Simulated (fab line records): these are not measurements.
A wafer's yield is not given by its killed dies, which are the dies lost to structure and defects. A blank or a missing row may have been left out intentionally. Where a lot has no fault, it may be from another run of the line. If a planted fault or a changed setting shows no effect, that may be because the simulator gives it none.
fab line records	flow nand-harc
record: lots: 7	wafers: 21	last-day: 25
route steps=1159 shown A_CONTACT@850 END@1159
lots untouched by any fault: they come from a run of this same line in which no faults occurred
start-h: start of the lot's first displayed wafer, in hours after the record's first day	wait-h: hours from the lot's prior step to this one	" unchanged from the row above	L1.1+2: a row that stands for several wafers	- no value, or no start given	* or withheld: withheld	< > ~ a bound
route shown NAME@n: NAME is a module with steps in the file, n the number in the route of the first one	usual: the fault-free wafers' mean and standard deviation	same: alike in all rows	chamber/n: place in a boat	sites: per-site readings	_std_site: the values' standard deviation	_edge_site: the outer-site mean with the inner-site mean subtracted	radius-mm: for every site, how far away it sits from the centre of the wafer	mask NAME#n: copy n	behind: the last tool/chamber to shape the wafer	hold: the reason the lot was held/the length of the hold in hours/how it ended	device: the transistor (n, p or np) that didn't switch	end of line: the tests these same wafers got at the end of their route	a step with no rows: only its recipe	killed: at the first sort, the dies lost to defects and structure; wafer yield is something else	map: shows each die of a wafer: x if killed, . if not, _ if none is there
set.NAME: the setting that was run; set.NAME@STEP: the one run at that earlier step	model.NAME: the simulator's own value behind a step, which no gauge read
lots seen at some steps along the route; tables by step, rows by wafer
services: the hour from which a tool's chamber was out of use, counted from the record's first day as start-h (under 0 if before that day), plus the number of hours and why
== steps ==
step: NHARC_A_CONTACT_EBR_38
step: NHARC_A_CONTACT_EXPOSE_39
recipe: na: 1.35	sigma-outer: 0.8	dose-mj: 58.79	mask-id: A_CC_3
step: NHARC_A_CONTACT_PEB_40
recipe: peb-temp-c: 100	peb-time-s: 65
step: NHARC_A_CONTACT_DEVELOP_41
recipe: develop-time-s: 35	dev-temp-c: 23
step: NHARC_A_CONTACT_CD_MEAS_42
recipe: target-cd-nm: 200	landing-energy-ev: 500
usual: cd-nm: 199.7/0.45
lot.wafer	tool	chamber	start-h	wait-h	cd-nm
L709.2	cd-sem-03	0	388.45	-	199.2
L709.3	"	0	"	"	199.9
L709.5	"	0	"	"	199.3
L718.3	cd-sem-01	0	446.50	-	199.1
L718.4	"	0	"	"	200.2
L718.5	"	0	"	"	200.1
L720.3	cd-sem-01	0	452.26	-	199.3
L720.4	"	0	"	"	199.5
L720.6	"	0	"	"	199.7
L719.2	cd-sem-01	0	454.89	-	199.8
L719.4	"	0	"	"	200.4
L719.6	"	0	"	"	200.5
L721.3	cd-sem-01	0	462.15	-	199.5
L721.5	"	0	"	"	199.5
L721.6	"	0	"	"	198.8
L725.1	cd-sem-01	0	477.61	-	199.2
L725.2	"	0	"	"	199.1
L725.5	"	0	"	"	199.4
L728.2	cd-sem-03	0	509.70	-	199.6
L728.4	"	0	"	"	198.9
L728.5	"	0	"	"	199.0
step: NHARC_A_CONTACT_OVL_MEAS_43
usual: overlay-x-nm: -0.2/0.7	overlay-y-nm: 0.0/1
lot.wafer	tool	chamber	start-h	wait-h	overlay-x-nm	overlay-y-nm
L709.2	overlay-01	-	388.54	-	1.6	0.6
L709.3	"	-	"	"	1.4	1.0
L709.5	"	-	"	"	1.0	0.8
L718.3	overlay-02	-	446.58	-	-0.9	0.9
L718.4	"	-	"	"	-0.7	0.9
L718.5	"	-	"	"	-1.0	0.9
L720.3	overlay-01	-	452.35	-	-0.1	-0.5
L720.4	"	-	"	"	0.0	-0.5
L720.6	"	-	"	"	0.4	-0.5
L719.2	overlay-01	-	454.97	-	-1.2	0.2
L719.4	"	-	"	"	-1.4	0.1
L719.6	"	-	"	"	-1.1	0.3
L721.3	overlay-01	-	462.24	-	0.6	1.7
L721.5	"	-	"	"	0.6	1.7
L721.6	"	-	"	"	0.1	1.8
L725.1	overlay-02	-	477.70	-	-1.0	-0.9
L725.2	"	-	"	"	-0.7	-0.9
L725.5	"	-	"	"	-0.5	-1.2
L728.2	overlay-02	-	509.80	-	-0.4	0.3
L728.4	"	-	"	"	-1.1	-0.3
L728.5	"	-	"	"	-0.9	0.1
step: NHARC_A_CONTACT_INSPECT_44
usual: raw-defect-count: 29/14
lot.wafer	tool	chamber	start-h	wait-h	raw-defect-count
L709.2	defect-inspect-01	-	388.58	0.0	19
L709.3	"	-	"	"	15
L709.5	"	-	"	"	9
L718.3	defect-inspect-01	-	446.62	0.0	61
L718.4	"	-	"	"	35
L718.5	"	-	"	"	38
L720.3	defect-inspect-02	-	452.38	0.0	26
L720.4	"	-	"	"	31
L720.6	"	-	"	"	30
L719.2	defect-inspect-01	-	455.01	0.0	51
L719.4	"	-	"	"	47
L719.6	"	-	"	"	36
L721.3	defect-inspect-01	-	462.28	0.0	35
L721.5	"	-	"	"	24
L721.6	"	-	"	"	35
L725.1	defect-inspect-02	-	477.73	0.0	39
L725.2	"	-	"	"	40
L725.5	"	-	"	"	32
L728.2	defect-inspect-02	-	509.85	0.1	10
L728.4	"	-	"	"	24
L728.5	"	-	"	"	15
step: NHARC_A_CONTACT_DESCUM_47
recipe: time-s: 3	o2-flow-sccm: 200	ar-flow-sccm: 0	bias-power-w: 0	chemistry: O2
step: NHARC_A_CONTACT_ETCH_48
recipe: target-depth-a: 390	over-etch-frac: 0.3	time-s: 65	ion-energy-ev: 80	cf4-flow-sccm: 150	ar-flow-sccm: 0	rf-w: 300	bias-w: 100	chemistry: CF4
usual: bias-w: 100.00/0.25	cf4-flow-sccm: 150.0/0.45	drypump-motor-current-A: 5.8/0.44	oes-product-au: 1.002/0.0082	rf-vpp-V: 151.3/1.3	showerhead-plenum-p-Torr: 1.78/0.083	throttle-valve-pct: 13.283/0.0092
lot.wafer	tool	chamber	start-h	wait-h	bias-w	cf4-flow-sccm	drypump-motor-current-A	oes-product-au	rf-hours-counter-h	rf-vpp-V	showerhead-plenum-p-Torr	throttle-valve-pct
L709.2	rie-diel-04	1	388.76	0.1	99.97	150.4	5.4	1.000	18	152.0	1.87	13.280
L709.3	"	2	"	"	99.66	149.8	5.8	0.995	19	150.7	1.74	13.298
L709.5	"	0	"	"	99.81	149.8	5.9	1.009	-	152.9	1.80	13.272
L718.3	rie-diel-13	1	446.80	0.1	100.18	150.1	5.3	1.004	64	150.9	1.67	13.272
L718.5	"	3	"	"	100.05	150.2	5.4	0.995	-	149.2	1.64	13.277
L718.4	"	1	"	"	99.94	150.6	5.3	1.003	-	150.1	1.67	13.290
L720.3	rie-diel-06	3	452.55	0.1	99.99	150.1	6.3	1.005	9	153.9	1.91	13.291
L720.4	"	1	"	"	99.99	150.3	6.5	0.993	-	152.4	1.83	13.286
L720.6	"	0	"	"	99.85	151.0	5.9	0.996	-	153.0	1.79	13.295
L719.2	rie-diel-06	3	455.16	0.1	100.03	149.9	6.3	1.007	10	153.3	1.91	13.268
L719.4	"	0	"	"	99.96	149.6	5.9	1.009	12	151.8	1.79	13.291
L719.6	"	2	"	"	99.58	149.9	6.4	1.012	-	151.2	1.79	13.303
L721.3	rie-diel-13	1	462.43	0.1	99.97	149.3	5.3	1.018	0	149.8	1.67	13.281
L721.5	"	3	"	"	100.11	149.9	5.4	1.002	-	153.3	1.91	13.293
L721.6	"	0	"	"	100.17	150.2	5.6	1.019	-	150.7	1.78	13.278
L725.2	rie-diel-04	3	477.89	0.1	99.91	150.1	5.1	0.995	0	150.4	1.68	13.299
L725.1	"	0	"	"	99.96	149.3	5.8	1.004	0	151.4	1.80	13.272
L725.5	"	1	"	"	100.19	150.0	5.4	1.004	-	152.1	1.87	13.278
L728.2	rie-diel-04	1	510.01	0.1	99.96	151.3	5.5	0.998	5	152.6	1.87	13.281
L728.4	"	2	"	"	99.97	150.0	5.8	0.988	6	149.9	1.74	13.291
L728.5	"	1	"	"	100.19	150.2	5.5	1.002	-	152.3	1.87	13.281
step: NHARC_A_CONTACT_ETCH_49
recipe: target-depth-a: 2600	over-etch-frac: 0.3	time-s: 475.3	ion-energy-ev: 200	n2-flow-sccm: 150	h2-flow-sccm: 150	ar-flow-sccm: 0	rf-w: 400	bias-w: 150	chemistry: N2/H2
usual: bias-w: 150.0/0.43	chamber-pressure-mTorr: 30.000/0.024	drypump-motor-current-A: 5.8/0.45	oes-product-au: 0.999/0.0086	rf-vpp-V: 431/3.1	showerhead-plenum-p-Torr: 2.05/0.11	throttle-valve-pct: 14.171/0.0086
lot.wafer	tool	chamber	start-h	wait-h	bias-w	chamber-pressure-mTorr	drypump-motor-current-A	oes-product-au	rf-hours-counter-h	rf-vpp-V	showerhead-plenum-p-Torr	throttle-valve-pct
L709.3	rie-diel-04	2	-	-	149.1	29.980	5.8	0.997	19	431	2.01	14.170
L709.2	"	3	"	"	149.5	29.965	5.1	0.989	18	429	1.93	14.164
L709.5	"	3	"	"	149.2	29.983	5.1	0.992	-	427	1.93	14.166
L718.3	rie-diel-13	0	-	-	149.4	29.962	5.6	1.012	60	430	2.05	14.174
L718.4	"	3	"	"	150.8	29.975	5.4	1.001	-	426	1.87	14.163
L718.5	"	0	"	"	150.4	30.037	5.7	1.012	-	431	2.05	14.151
L720.3	rie-diel-06	1	-	-	150.2	30.008	6.6	0.996	11	432	2.12	14.178
L720.4	"	0	"	"	150.0	29.958	5.9	1.002	-	430	2.07	14.173
L720.6	"	1	"	"	150.9	30.010	6.5	1.004	-	432	2.12	14.181
L719.4	rie-diel-06	0	-	-	149.8	30.023	5.9	1.018	12	432	2.07	14.163
L719.2	"	1	"	"	149.9	30.011	6.5	1.009	13	433	2.12	14.173
L719.6	"	3	"	"	150.5	29.982	6.3	1.006	-	435	2.21	14.171
L721.3	rie-diel-13	1	-	-	150.6	29.996	5.3	0.996	0	427	1.91	14.167
L721.6	"	2	"	"	149.7	29.951	6.6	1.002	-	435	2.19	14.172
L721.5	"	3	"	"	149.6	29.977	5.4	1.003	-	435	2.22	14.172
L725.1	rie-diel-04	2	-	-	149.4	30.018	5.8	0.990	0	430	2.00	14.170
L725.2	"	3	"	"	149.3	29.981	5.1	0.988	0	427	1.93	14.171
L725.5	"	3	"	"	149.6	29.987	5.1	0.997	-	427	1.93	14.177
L728.2	rie-diel-04	1	-	-	149.7	30.044	5.4	1.002	5	433	2.17	14.179
L728.4	"	0	"	"	150.4	29.947	5.8	1.003	5	431	2.07	14.177
L728.5	"	2	"	"	150.5	30.015	5.8	0.993	-	430	2.00	14.162
step: NHARC_A_CONTACT_ETCH_50
recipe: target-depth-a: 847	time-s: 42.4	cf4-flow-sccm: 100	chf3-flow-sccm: 30	ar-flow-sccm: 0	rf-w: 500	bias-w: 200	chemistry: CF4/CHF3
usual: bias-w: 200.0/0.64	cf4-flow-sccm: 100.01/0.29	drypump-motor-current-A: 5.8/0.44	oes-product-au: 0.951/0.022	rf-vpp-V: 370.8/2.7	showerhead-plenum-p-Torr: 1.58/0.074	throttle-valve-pct: 16.801/0.0087
lot.wafer	tool	chamber	start-h	wait-h	bias-w	cf4-flow-sccm	drypump-motor-current-A	oes-product-au	rf-hours-counter-h	rf-vpp-V	showerhead-plenum-p-Torr	throttle-valve-pct
L709.2	rie-diel-04	3	-	-	200.2	99.95	5.1	0.955	19	367.8	1.50	16.788
L709.3	"	2	"	"	201.0	100.11	5.8	0.934	19	368.9	1.55	16.798
L709.5	"	0	"	"	199.4	99.97	5.9	0.961	-	371.9	1.60	16.799
L718.3	rie-diel-13	1	-	-	200.6	99.76	5.3	0.932	64	368.8	1.48	16.802
L718.5	"	0	"	"	200.6	100.16	5.6	0.941	-	371.6	1.58	16.786
L718.4	"	3	"	"	199.1	99.68	5.4	0.917	-	365.5	1.45	16.838
L720.3	rie-diel-06	3	-	-	199.8	100.31	6.2	0.937	9	374.7	1.70	16.793
L720.4	"	0	"	"	198.8	100.08	5.9	0.938	-	370.4	1.59	16.797
L720.6	"	1	"	"	199.9	100.18	6.5	0.933	-	372.3	1.63	16.803
L719.2	rie-diel-06	0	-	-	200.7	99.93	5.9	0.972	12	370.4	1.59	16.812
L719.4	"	1	"	"	199.8	99.75	6.6	0.944	13	373.6	1.63	16.792
L719.6	"	0	"	"	200.8	100.01	5.9	0.958	-	370.6	1.59	16.809
L721.3	rie-diel-13	1	-	-	200.0	99.58	5.4	0.972	0	367.8	1.48	16.796
L721.5	"	3	"	"	199.1	99.89	5.4	0.979	-	374.5	1.70	16.811
L721.6	"	0	"	"	200.4	99.84	5.6	0.996	-	372.2	1.58	16.789
L725.2	rie-diel-04	1	-	-	200.4	100.07	5.4	0.977	0	372.9	1.67	16.811
L725.1	"	3	"	"	200.0	99.98	5.1	0.955	0	368.0	1.49	16.807
L725.5	"	0	"	"	201.1	99.83	5.8	0.974	-	372.4	1.60	16.803
L728.2	rie-diel-04	2	-	-	200.0	100.04	5.8	0.973	6	369.8	1.55	16.797
L728.4	"	0	"	"	200.3	100.21	5.8	0.967	5	371.5	1.60	16.794
L728.5	"	2	"	"	200.6	99.90	5.8	0.967	-	368.9	1.55	16.811
step: NHARC_A_CONTACT_ETCH_51
recipe: target-depth-a: 36000	over-etch-frac: 0.3	time-s: 936	ion-energy-ev: 150	o2-flow-sccm: 400	cos-flow-sccm: 20	ar-flow-sccm: 0	rf-w: 500	bias-w: 300	chemistry: O2/COS
usual: bias-w: 299.9/0.93	chamber-pressure-mTorr: 19.999/0.02	drypump-motor-current-A: 5.8/0.45	oes-product-au: 1.002/0.0076	rf-vpp-V: 314.5/2.4	showerhead-plenum-p-Torr: 3.14/0.15	throttle-valve-pct: 28.329/0.0087
lot.wafer	tool	chamber	start-h	wait-h	bias-w	chamber-pressure-mTorr	drypump-motor-current-A	oes-product-au	rf-hours-counter-h	rf-vpp-V	showerhead-plenum-p-Torr	throttle-valve-pct
L709.3	rie-diel-04	2	-	-	300.6	19.979	5.8	1.008	19	313.1	3.08	28.310
L709.2	"	1	"	"	299.0	20.030	5.5	0.991	19	316.5	3.31	28.326
L709.5	"	2	"	"	299.9	20.011	5.8	0.998	-	314.2	3.08	28.325
L718.3	rie-diel-13	0	-	-	299.5	19.992	5.7	1.007	61	314.8	3.14	28.320
L718.4	"	1	"	"	300.2	19.997	5.4	0.997	-	310.2	2.94	28.332
L718.5	"	3	"	"	299.6	20.010	5.4	0.998	-	310.8	2.88	28.331
L720.3	rie-diel-06	0	-	-	299.4	20.001	5.9	1.007	11	314.2	3.16	28.332
L720.6	"	0	"	"	299.4	19.994	5.9	1.004	-	314.5	3.16	28.339
L720.4	"	3	"	"	300.9	19.991	6.3	1.004	-	316.8	3.37	28.329
L719.4	rie-diel-06	3	-	-	298.9	19.993	6.2	0.995	11	318.2	3.37	28.326
L719.2	"	0	"	"	301.6	19.980	5.9	1.013	12	315.3	3.16	28.333
L719.6	"	2	"	"	300.7	19.977	6.4	0.998	-	314.1	3.15	28.319
L721.3	rie-diel-13	3	-	-	298.8	19.984	5.4	1.007	1	317.4	3.37	28.329
L721.6	"	2	"	"	299.5	20.011	6.6	1.000	-	317.5	3.34	28.324
L721.5	"	3	"	"	300.0	19.981	5.4	0.997	-	318.4	3.37	28.345
L725.2	rie-diel-04	2	-	-	301.1	19.947	5.8	0.992	1	312.3	3.07	28.321
L725.1	"	3	"	"	299.2	20.013	5.1	1.003	1	312.4	2.96	28.328
L725.5	"	2	"	"	300.8	19.972	5.8	1.004	-	314.4	3.07	28.327
L728.2	rie-diel-04	3	-	-	299.9	19.996	5.1	0.993	6	313.2	2.96	28.328
L728.4	"	0	"	"	300.2	19.979	5.9	0.996	5	315.9	3.17	28.325
L728.5	"	3	"	"	299.9	19.995	5.1	0.990	-	313.4	2.96	28.333
step: NHARC_A_CONTACT_ETCH_111
recipe: source-w: withheld	pressure-mtorr: 20	bias-v: withheld	time-s: 140	target-depth-a: 7000	ar-flow-sccm: withheld	c4f8-flow-sccm: withheld	o2-flow-sccm: withheld	chemistry: C4F8/O2/Ar
usual: chamber-pressure-mTorr: 20.002/0.017	oes-air-line-au: 0.996/0.019
lot.wafer	tool	chamber	start-h	wait-h	chamber-pressure-mTorr	oes-air-line-au	rf-hours-counter-h
L709.2	har-cap-etch-03	1	390.18	-	19.999	0.999	93
L709.3	"	0	"	"	20.002	0.991	-
L709.5	"	0	"	"	20.025	1.002	-
L718.3	har-cap-etch-02	1	448.25	-	19.973	1.017	-
L718.4	"	0	"	"	20.031	0.986	-
L718.5	"	1	"	"	19.986	1.016	-
L720.4	har-cap-etch-03	1	454.07	-	-	-	-
L720.3	"	0	"	"	-	-	-
L720.6	"	1	"	"	-	-	-
L719.2	har-cap-etch-02	1	456.55	-	-	-	-
L719.4	"	0	"	"	-	-	-
L719.6	"	0	"	"	-	-	-
L721.3	har-cap-etch-03	0	463.80	-	-	-	-
L721.5	"	1	"	"	-	-	-
L721.6	"	0	"	"	-	-	-
L725.1	har-cap-etch-03	0	479.06	-	19.994	0.988	108
L725.2	"	1	"	"	19.999	1.007	108
L725.5	"	1	"	"	20.005	1.005	-
L728.2	har-cap-etch-01	0	511.22	-	20.004	0.992	72
L728.4	"	0	"	"	20.058	0.982	-
L728.5	"	0	"	"	20.005	0.973	-
step: NHARC_A_CONTACT_ETCH_112
recipe: source-w: withheld	pressure-mtorr: 20	bias-v: 3000	time-s: 94	target-depth-a: 9220	ar-flow-sccm: withheld	c4f8-flow-sccm: withheld	o2-flow-sccm: withheld	chemistry: C4F8/O2/Ar
usual: chamber-pressure-mTorr: 19.999/0.018	oes-air-line-au: 0.996/0.018
lot.wafer	tool	chamber	start-h	wait-h	chamber-pressure-mTorr	oes-air-line-au	rf-hours-counter-h
L709.2	har-cap-etch-03	1	390.36	0.1	20.005	1.000	93
L709.3	"	0	"	"	20.012	1.004	-
L709.5	"	0	"	"	20.006	0.994	-
L718.3	har-cap-etch-02	1	448.41	0.1	19.975	1.003	-
L718.4	"	0	"	"	20.033	0.968	-
L718.5	"	1	"	"	19.978	1.022	-
L720.4	har-cap-etch-03	1	454.35	0.2	19.983	1.003	-
L720.3	"	0	"	"	20.005	0.973	-
L720.6	"	1	"	"	19.980	0.989	-
L719.2	har-cap-etch-02	1	456.75	0.2	19.985	1.010	24
L719.4	"	0	"	"	20.016	0.995	-
L719.6	"	0	"	"	19.972	0.999	-
L721.3	har-cap-etch-03	0	464.00	0.1	20.005	0.997	-
L721.5	"	1	"	"	20.002	1.010	-
L721.6	"	0	"	"	20.010	1.023	-
L725.1	har-cap-etch-03	0	479.26	0.2	20.009	1.017	108
L725.2	"	1	"	"	19.991	0.981	108
L725.5	"	1	"	"	19.982	0.976	-
L728.2	har-cap-etch-01	0	511.40	0.1	19.998	1.014	72
L728.4	"	0	"	"	20.034	0.991	-
L728.5	"	0	"	"	19.967	0.990	-
step: NHARC_END_SORT_01
recipe: temp-c: 25
usual: killed-at-array: 26/11	killed-at-other: 0.4/0.78	killed-at-periphery: 3.4/2.4	killed-dies: 29/11	killed-open: 3.1/1.9	killed-short: 1.9/1.4
same: gross-dies: 677
lot.wafer	tool	chamber	start-h	wait-h	killed-at-array	killed-at-other	killed-at-periphery	killed-dies	killed-open	killed-short
L720.3	prober-01	0	569.37	3.1	672	0	5	677	3	5
L720.4	prober-01	0	570.15	3.4	671	0	6	677	5	1
L720.6	prober-01	0	571.73	3.9	675	0	2	677	2	2
L719.2	prober-01	0	576.35	2.8	675	0	2	677	5	0
L719.4	prober-01	0	577.97	3.4	676	1	0	677	2	4
L719.6	prober-01	0	579.59	4.1	676	0	1	677	1	2
L721.3	prober-02	0	577.42	3.1	673	0	4	677	1	2
L721.5	prober-02	0	578.99	3.6	666	1	10	677	6	3
L721.6	prober-02	0	579.78	3.9	670	0	7	677	2	2
killed by level:class
L720.3 A_CONTACT:area-etch=649 A_SLIT:chamber-film-flake=8 P_M0:geometric-particle:short=2 P_ZERO_WELL:chamber-film-flake=2 A_CHANNEL_HOLE_D1:chamber-film-flake=2 A_WL_FILL:chamber-film-flake=2 A_CONTACT:chamber-film-flake=2 P_M0:geometric-particle:open=1
L720.4 A_CONTACT:area-etch=639 A_SLIT:chamber-film-flake=16 P_STI:chamber-film-flake=4 A_CONTACT:chamber-film-flake=4 A_CHANNEL_HOLE_D1:chamber-film-flake=3 A_CHANNEL_FILL_D1:geometric-particle:open=2 A_WL_FILL:chamber-film-flake=2 A_BLC:chamber-film-flake=2
L720.6 A_CONTACT:area-etch=647 A_SLIT:chamber-film-flake=21 A_CHANNEL_FILL_D1:geometric-particle:short=2 A_ZERO_WELL:chamber-film-flake=2 P_GATE:geometric-particle:open=1 A_M0:geometric-particle:open=1 P_STI:chamber-film-flake=1 A_WL_FILL:chamber-film-flake=1
L719.2 A_CONTACT:area-etch=632 A_CHANNEL_HOLE_D1:chamber-film-flake=19 A_SLIT:chamber-film-flake=16 A_ONON_D1:geometric-particle:open=1 A_CHANNEL_HOLE_D1:geometric-particle:open=1 A_CHANNEL_FILL_D1:geometric-particle:open=1 A_M0:geometric-particle:open=1 A_M1:geometric-particle:open=1
L721.3 A_CONTACT:area-etch=653 A_CONTACT:chamber-film-flake=9 A_SLIT:chamber-film-flake=4 A_CHANNEL_HOLE_D1:chamber-film-flake=3 P_GATE:chamber-film-flake=2 P_GATE:geometric-particle:open=1 A_ONON_D1:geometric-particle:short=1 A_WL_FILL:geometric-particle:short=1
L719.4 A_CONTACT:area-etch=644 A_CHANNEL_HOLE_D1:chamber-film-flake=18 A_CHANNEL_FILL_D1:chamber-film-flake=4 A_SLIT:chamber-film-flake=4 A_WL_FILL:geometric-particle:short=2 A_SOURCE_PLATE:geometric-particle:short=1 A_ONON_D1:geometric-particle:short=1 A_WL_FILL:geometric-particle:open=1
L721.5 A_CONTACT:area-etch=638 A_CONTACT:chamber-film-flake=11 A_SLIT:chamber-film-flake=7 P_M2:chamber-film-flake=6 P_GATE:geometric-particle:short=2 A_CHANNEL_FILL_D1:geometric-particle:open=2 A_CONTACT:geometric-particle:open=2 A_STAIRCASE:chamber-film-flake=2
L719.6 A_CONTACT:area-etch=656 A_CHANNEL_HOLE_D1:chamber-film-flake=14 A_SLIT:chamber-film-flake=2 P_M0:geometric-particle:short=1 A_CHANNEL_FILL_D1:geometric-particle:open=1 A_M0:geometric-particle:short=1 A_STAIRCASE:chamber-film-flake=1 A_CONTACT:chamber-film-flake=1
L721.6 A_CONTACT:area-etch=636 A_SLIT:chamber-film-flake=20 A_CONTACT:chamber-film-flake=6 P_M2:chamber-film-flake=5 A_CHANNEL_HOLE_D1:chamber-film-flake=4 A_WL_FILL:geometric-particle:short=2 P_ZERO_WELL:chamber-film-flake=2 A_ONON_D1:geometric-particle:open=1
map L719.2 (x killed, . not)
____________x____________
_________xxxxxxx_________
_______xxxxxxxxxxx_______
______xxxxxxxxxxxxx______
_____xxxxxxxxxxxxxxx_____
____xxxxxxxxxxxxxxxxx____
____xxxxxxxxxxxxxxxxx____
___xxxxxxxxxxxxxxxxxxx___
___xxxxxxxxxxxxxxxxxxx___
__xxxxxxxxxxxxxxxxxxxxx__
__xxxxxxxxxxxxxxxxxxxxx__
_xxxxxxxxxxxxxxxxxxxxxxx_
_xxxxxxxxxxxxxxxxxxxxxxx_
_xxxxxxxxxxxxxxxxxxxxxxx_
_xxxxxxxxxxxxxxxxxxxxxxx_
_xxxxxxxxxxxxxxxxxxxxxxx_
xxxxxxxxxxxxxxxxxxxxxxxxx
xxxxxxxxxxxxxxxxxxxxxxxxx
xxxxxxxxxxxxxxxxxxxxxxxxx
xxxxxxxxxxxxxxxxxxxxxxxxx
xxxxxxxxxxxxxxxxxxxxxxxxx
_xxxxxxxxxxxxxxxxxxxxxxx_
_xxxxxxxxxxxxxxxxxxxxxxx_
_xxxxxxxxxxxxxxxxxxxxxxx_
_xxxxxxxxxxxxxxxxxxxxxxx_
_xxxxxxxxxxxxxxxxxxxxxxx_
__xxxxxxxxxxxxxxxxxxxxx__
__xxxxxxxxxxxxxxxxxxxxx__
___xxxxxxxxxxxxxxxxxxx___
___xxxxxxxxxxxxxxxxxxx___
____xxxxxxxxxxxxxxxxx____
____xxxxxxxxxxxxxxxxx____
_____xxxxxxxxxxxxxxx_____
______xxxxxxxxxxxxx______
_______xxxxxxxxxxx_______
_________xxxxxxx_________
____________x____________
map L720.3 (x killed, . not)
____________x____________
_________xxxxxxx_________
_______xxxxxxxxxxx_______
______xxxxxxxxxxxxx______
_____xxxxxxxxxxxxxxx_____
____xxxxxxxxxxxxxxxxx____
____xxxxxxxxxxxxxxxxx____
___xxxxxxxxxxxxxxxxxxx___
___xxxxxxxxxxxxxxxxxxx___
__xxxxxxxxxxxxxxxxxxxxx__
__xxxxxxxxxxxxxxxxxxxxx__
_xxxxxxxxxxxxxxxxxxxxxxx_
_xxxxxxxxxxxxxxxxxxxxxxx_
_xxxxxxxxxxxxxxxxxxxxxxx_
_xxxxxxxxxxxxxxxxxxxxxxx_
_xxxxxxxxxxxxxxxxxxxxxxx_
xxxxxxxxxxxxxxxxxxxxxxxxx
xxxxxxxxxxxxxxxxxxxxxxxxx
xxxxxxxxxxxxxxxxxxxxxxxxx
xxxxxxxxxxxxxxxxxxxxxxxxx
xxxxxxxxxxxxxxxxxxxxxxxxx
_xxxxxxxxxxxxxxxxxxxxxxx_
_xxxxxxxxxxxxxxxxxxxxxxx_
_xxxxxxxxxxxxxxxxxxxxxxx_
_xxxxxxxxxxxxxxxxxxxxxxx_
_xxxxxxxxxxxxxxxxxxxxxxx_
__xxxxxxxxxxxxxxxxxxxxx__
__xxxxxxxxxxxxxxxxxxxxx__
___xxxxxxxxxxxxxxxxxxx___
___xxxxxxxxxxxxxxxxxxx___
____xxxxxxxxxxxxxxxxx____
____xxxxxxxxxxxxxxxxx____
_____xxxxxxxxxxxxxxx_____
______xxxxxxxxxxxxx______
_______xxxxxxxxxxx_______
_________xxxxxxx_________
____________x____________
== services ==
tool	chamber	start-h	hours	kind
rie-diel-04	0	371.54	-	clean
rie-diel-04	1	371.54	-	clean
rie-diel-04	2	371.54	-	clean
rie-diel-04	3	371.54	-	clean
rie-diel-04	0	396.08	-	clean
rie-diel-04	1	396.08	-	clean
rie-diel-04	2	396.08	-	clean
rie-diel-04	3	396.08	-	clean
rie-diel-04	3	397.47	2.3	repair
rie-diel-06	-	418.27	9.0	pm
rie-diel-04	0	420.66	-	clean
rie-diel-04	1	420.66	-	clean
rie-diel-04	2	420.66	-	clean
rie-diel-04	3	420.66	-	clean
rie-diel-04	0	445.16	-	clean
rie-diel-04	1	445.16	-	clean
rie-diel-04	2	445.16	-	clean
rie-diel-04	3	445.16	-	clean
rie-diel-13	2	445.58	10.8	repair
rie-diel-13	-	453.25	9.0	pm
rie-diel-04	-	466.30	9.0	pm
rie-diel-04	0	466.30	9.0	vent-cycle
rie-diel-04	1	466.30	9.0	vent-cycle
rie-diel-04	2	466.30	9.0	vent-cycle
== key ==
first-sign: step: NHARC_A_CONTACT_ETCH_111	reading: tool-record	direction: missing
effect: step: NHARC_END_SORT_01	reading: killed-at-array	direction: up	sigmas: 61	usual: 26	struck: 673
more-kills-born-at: NHARC_A_CONTACT_ETCH_111@har-cap-etch-03: 3862	NHARC_A_CONTACT_ETCH_111@har-cap-etch-02: 1932
met-at NHARC_A_CONTACT_ETCH_111
struck-wafers L719.2,L719.4,L719.6,L720.3,L720.4,L720.6,L721.3,L721.5,L721.6
later-rows-left-out L719.2,L719.4,L719.6,L720.3,L720.4,L720.6,L721.3,L721.5,L721.6
tester-left-out L719,L720,L721
onset-between 448.25 454.07
fault: kind: skipped-step-whole	tool: har-cap-etch-02,har-cap-etch-03	chamber: -	onset-h: 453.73	steps: NHARC_A_CONTACT_ETCH_111	scope: struck-lots-only
tester-left-out: of these lots the tester's yield and bins aren't shown, on N5 and GAA mostly nor the transistor test; their killed dies are dies lost to structure and defects alone, not to doping, threshold or leakage, so they don't give the yield
later-rows-left-out: the simulator's readings of these wafers behind a module that went badly wrong aren't trusted and aren't shown, but for the sort
